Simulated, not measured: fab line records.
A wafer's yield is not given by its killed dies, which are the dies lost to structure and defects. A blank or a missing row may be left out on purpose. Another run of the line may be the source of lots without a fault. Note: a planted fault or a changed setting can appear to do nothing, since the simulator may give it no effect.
A struck lot beside a sound one || flow n5-finfet || 33 out of 1938 route steps
Sound: these wafers, L958.2, L958.5, L958.6. Struck: wafers L969.1, L969.6. (L969.2 of the same lot was not struck and is left out.) The cause comes at the end.
Per side, at each step with rows, come the tool, then ch with its chambers, and then its first start. Under that, the readings that differ: sound wafers || struck wafers || difference of the means || sigmas: that difference in standard deviations of wafers without a fault.
alike: words and numbers the same on both sides, and readings whose means are apart by under 2 such deviations; not compared: readings that were withheld, readings missing a value for some wafer, numbers with overlapping values and no deviation given by the record, and bounds like >300 which may hide the same value.
The two part at a step that has a row with sigmas, a row that says differs or no value, or rows on one side only. Non-overlapping numbers with no deviation appear without sigmas and do not part them. Lack of a reading on every wafer of one side parts them only where that side has two or more wafers.

first, 9 steps without rows for these wafers: N5_PASSIVATION_COAT_24; N5_PASSIVATION_EBR_26; N5_PASSIVATION_SOFTBAKE_25 (time 90 s); N5_PASSIVATION_EXPOSE_27 (exposes mask PAD, defocus 0 nm); N5_PASSIVATION_PEB_28; N5_PASSIVATION_DEVELOP_29 (develop time 60 s); N5_PASSIVATION_HARDBAKE_31 (time 120 s); N5_PASSIVATION_DESCUM_32 (chemistry O2, time 7.9 s); N5_PASSIVATION_AL_ETCH_33 (etches Al in Cl2/BCl3, stops on TaN, target depth 2800 nm, time 466.7 s).
N5_PASSIVATION_ETCH_59: etches TaN in Cl2/BCl3, target depth 65 nm, time 34.9 s.
  sound on rie-metal-01 ch 0,1, day 13 19:49; struck on rie-metal-01 ch 0, day 16 06:44
  alike: drypump-motor-current-A, oes-product-au, throttle-valve-pct
  not compared: rf-hours-counter-h
then, 22 steps without rows for these wafers: N5_PASSIVATION_STRIP_34 (strips in O2); N5_PASSIVATION_STRIP_51 (strips in post etch residue remover, time 1200 s); N5_PASSIVATION_CLEAN_69 (cleans in IPA, time 180 s); N5_PASSIVATION_SRD_70 (time 30 s); N5_PASSIVATION_PECVD_53 (deposits SiO2 from TEOS/O2, target thk 800 nm, time 169.4 s); N5_PASSIVATION_PECVD_35 (deposits SiNx from SiH4/NH3/N2, target thk 700 nm, time 151.3 s); N5_PASSIVATION_HMDS_37 (time 60 s); N5_PASSIVATION_COAT_38; N5_PASSIVATION_EBR_40; N5_PASSIVATION_SOFTBAKE_39 (time 120 s); N5_PASSIVATION_EXPOSE_41 (exposes mask PASS OPEN, defocus 0 nm, target cd 40000 nm); N5_PASSIVATION_PEB_42; N5_PASSIVATION_DEVELOP_43 (develop time 60 s); N5_PASSIVATION_HARDBAKE_45 (time 120 s); N5_PASSIVATION_DESCUM_46 (chemistry O2, time 7.9 s); N5_PASSIVATION_PASS_ETCH_47 (etches SiNx in CF4/O2, target depth 770 nm, time 385 s); N5_PASSIVATION_ETCH_54 (etches SiO2 in CHF3/O2, target depth 880 nm, time 440 s); N5_PASSIVATION_STRIP_48 (strips in O2); N5_PASSIVATION_STRIP_52 (strips in post etch residue remover, time 1200 s); N5_PASSIVATION_CLEAN_71 (cleans in IPA, time 180 s); N5_PASSIVATION_SRD_72 (time 30 s); N5_PASSIVATION_ANNEAL_56 (time 1800 s).
N5_PASSIVATION_PROBE_49:
  record: rows for the struck wafers here (prober-02, day 16 11:19), none for the sound ones

WHERE THEY PART
Only at N5_PASSIVATION_PROBE_49, within this record.

WHY: what had been put in by the simulator
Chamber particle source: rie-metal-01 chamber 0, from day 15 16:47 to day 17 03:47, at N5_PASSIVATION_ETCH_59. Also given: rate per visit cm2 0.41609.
